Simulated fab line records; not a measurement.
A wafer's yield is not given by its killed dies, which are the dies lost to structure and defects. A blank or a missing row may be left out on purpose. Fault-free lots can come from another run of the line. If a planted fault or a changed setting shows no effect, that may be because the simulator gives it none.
Matching of chambers	flow nandHarc	NHARC_P_M1_PRE_CLEAN_32 on pecvd-04: 3 sister chambers
The step time 12 s. 6 wafers are shown with their chamber, then 8 later ones without.

EACH WAFER AND ITS CHAMBER
wafer	chamber	heaterPowerW (W)
L847.5	2	634
L851.6	1	737
L855.1	0	694
L855.3	2	629
L855.5	1	728
L854.1	0	678

WAFERS WITH NO CHAMBER GIVEN
wafer	heaterPowerW (W)
L854.3	708
L854.5	606
L861.1	580
L861.2	726
L861.5	511
L867.1	629
L867.3	624
L867.6	643

THE CHAMBER EACH PASSED THROUGH
wafer	from the rows above	in truth
L854.3	can't be placed: 0 or 1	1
L854.5	2	2
L861.1	2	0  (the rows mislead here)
L861.2	1	1
L861.5	2	2
L867.1	2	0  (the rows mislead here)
L867.3	2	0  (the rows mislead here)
L867.6	2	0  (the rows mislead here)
Correct placement for 3 of the 8. Unplaceable from these rows: 1, with the true chamber sitting among the candidates in 1. Placed wrongly: 4.
How it was worked out, from the rows above alone: a wafer's distance from a chamber is the root of the sum, over the readings, of the square of ((its reading less the chamber's mean) divided by the reading's scatter). The wafer belongs to the nearest chamber; if the next one is less than 2 further off, it can't be placed. For every chamber, the mean is computed from those of its wafers that are shown. The scatter: take each reading less its chamber's mean, square it, sum over the shown wafers, divide by the number of wafers less the number of chambers, and take the root.
